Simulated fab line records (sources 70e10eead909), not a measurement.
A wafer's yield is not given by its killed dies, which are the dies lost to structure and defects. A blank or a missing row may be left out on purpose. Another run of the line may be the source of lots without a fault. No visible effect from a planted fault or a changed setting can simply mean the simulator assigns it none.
A struck lot beside a sound one + flow nandHarc + 24 steps out of a route of 1302
Sound: the wafers L117.1, L117.3, L117.6. Wafers struck: L107.2, L107.4, L107.6. Last of all comes the cause.
Order at every step that has rows: each side's tool, ch and its chambers, its first start. Under that, the readings that differ: sound wafers + struck wafers + difference of the means + sigmas: that difference in standard deviations of wafers without a fault.
alike: readings with means less than 2 such deviations apart, plus words and numbers identical on both sides. not compared: withheld readings, readings lacking a value on some wafer, bounds such as >300 that could conceal the same value, and numbers that have no deviation in the record and whose values overlap.
A row with sigmas, a row that says differs or no value, or rows on one side alone: a step with any of these is where the two part. Non-overlapping numbers with no deviation appear without sigmas and do not part them. A reading that every wafer of one side lacks parts them only if that side has two wafers or more.

first, 11 steps without rows for these wafers: NHARC_A_CHANNEL_HOLE_D2_DESCUM_15 (chemistry O2, time 3 s); NHARC_A_CHANNEL_HOLE_D2_ETCH_38 (etches the open film in CF4, target depth 39 nm, time 65 s); NHARC_A_CHANNEL_HOLE_D2_ETCH_39 (etches the open film in N2/H2, target depth 260 nm, time 325 s); NHARC_A_CHANNEL_HOLE_D2_ETCH_34 (etches the open film in CF4/CHF3, target depth 154 nm, time 77 s); NHARC_A_CHANNEL_HOLE_D2_ETCH_16 (etches the open film in O2/COS, target depth 3100 nm, time 806 s); NHARC_A_CHANNEL_HOLE_D2_ETCH_19 (etches the open film in C4F8/O2/Ar, time 34.5 s); NHARC_A_CHANNEL_HOLE_D2_ETCH_20 (etches the open film in C4F8/O2/Ar, time 361.9 s, target depth 1600 nm); NHARC_A_CHANNEL_HOLE_D2_ETCH_21 (etches the open film in C4F8/O2/Ar, time 514.3 s, target depth 1600 nm); NHARC_A_CHANNEL_HOLE_D2_ETCH_22 (etches the open film in C4F8/O2/Ar, time 666.7 s, target depth 1600 nm); NHARC_A_CHANNEL_HOLE_D2_ETCH_23 (etches the open film in C4F8/O2/Ar, time 819 s, target depth 1600 nm); NHARC_A_CHANNEL_HOLE_D2_ETCH_24 (etches the open film in C4F8/O2/Ar, time 906.2 s, target depth 1500 nm).
NHARC_A_CHANNEL_HOLE_D2_ETCH_25: etches the open film in C4F8/O2/Ar, time 1040.2 s, target depth 1500 nm.
  sound on harEtch-01 ch 0,1, day 19 09:14; struck on harEtch-01 ch 0,1, day 15 13:38
  no value came back on the struck wafers for any of 5 readings (c4f8FlowSccm (sccm), chamberPressureMTorr (mTorr) and others); on the sound wafers c4f8FlowSccm (sccm) reads 93.9 93.6 93.7
  not compared: rfHoursCounterH
then, 5 steps without rows for these wafers: NHARC_A_CHANNEL_HOLE_D2_ETCH_26 (etches the open film in C4F8/O2/Ar, time 224.1 s, target depth 300 nm); NHARC_A_CHANNEL_HOLE_D2_ETCH_27 (etches the open film in C4F8/O2/Ar, time 90 s, target depth 400 nm); NHARC_A_CHANNEL_HOLE_D2_STRIP_41 (strips in N2/H2); NHARC_A_CHANNEL_HOLE_D2_STRIP_42 (strips in CF4/CHF3); NHARC_A_CHANNEL_HOLE_D2_STRIP_43 (strips in O2/COS).
NHARC_A_CHANNEL_HOLE_D2_ETCH_44: etches the open film in CF4/O2, target depth 140 nm, overetch 14 nm, time 77 s.
  sound on rieDiel-03 ch 0,2,3, day 19 11:04; struck on rieDiel-08 ch 0,1,3, day 15 15:27
| reading                           | sound            | struck            | difference | sigmas |
|-----------------------------------|------------------|-------------------|------------|--------|
| model.A_CHANNEL_HOLE_D2.cdNm (nm) | 88.79 91.3 89.18 | 103.1 97.33 101.2 | +10.8      |        |
  alike: biasW, cf4FlowSccm, drypumpMotorCurrentA, oesProductAu, rfVppV, showerheadPlenumPTorr, throttleValvePct
  not compared: rfHoursCounterH
then, 3 steps without rows for these wafers: NHARC_A_CHANNEL_HOLE_D2_STRIP_28 (strips in O2); NHARC_A_CHANNEL_HOLE_D2_PRECLEAN_29 (cleans in SC1); NHARC_A_CHANNEL_HOLE_D2_SRD_30.
NHARC_A_CHANNEL_HOLE_D2_CD_MEAS_31:
  sound: cdSem-02 at day 19 11:52; struck: cdSem-01 at day 15 16:16
| reading   | sound          | struck      | difference | sigmas |
|-----------|----------------|-------------|------------|--------|
| cdNm (nm) | 89.3 91.6 89.4 | 1.3 1.8 1.3 | -88.6      | -63    |
NHARC_A_CHANNEL_HOLE_D2_XSEM_32:
  sound on xsem-02 ch 0, day 19 11:57; struck on xsem-02 ch 0, day 15 16:21
| reading      | sound          | struck         | difference | sigmas |
|--------------|----------------|----------------|------------|--------|
| botCdNm (nm) | 74.2 76.3 74.5 | 1.6 1.8 1.3    | -73.4      | -52    |
| bowNm (nm)   | 8.11 8.13 8.15 | 0.45 0.45 0.45 | -7.68      | -31    |
  alike: tiltDeg
-- jump in the record: it breaks off in module A_CHANNEL_HOLE_D2 and resumes in module END (first step shown: number 1302 of the route), and 11 days separate the struck wafers' starts before and after --
NHARC_END_SORT_01:
  at this point the record logs the struck wafers (prober-01 ch 0, day 26 23:02) and has no rows for the sound ones

== WHERE THEY PART ==
Earliest at NHARC_A_CHANNEL_HOLE_D2_ETCH_25; latest, in this record, at NHARC_END_SORT_01.

WHY: what the simulator had put in
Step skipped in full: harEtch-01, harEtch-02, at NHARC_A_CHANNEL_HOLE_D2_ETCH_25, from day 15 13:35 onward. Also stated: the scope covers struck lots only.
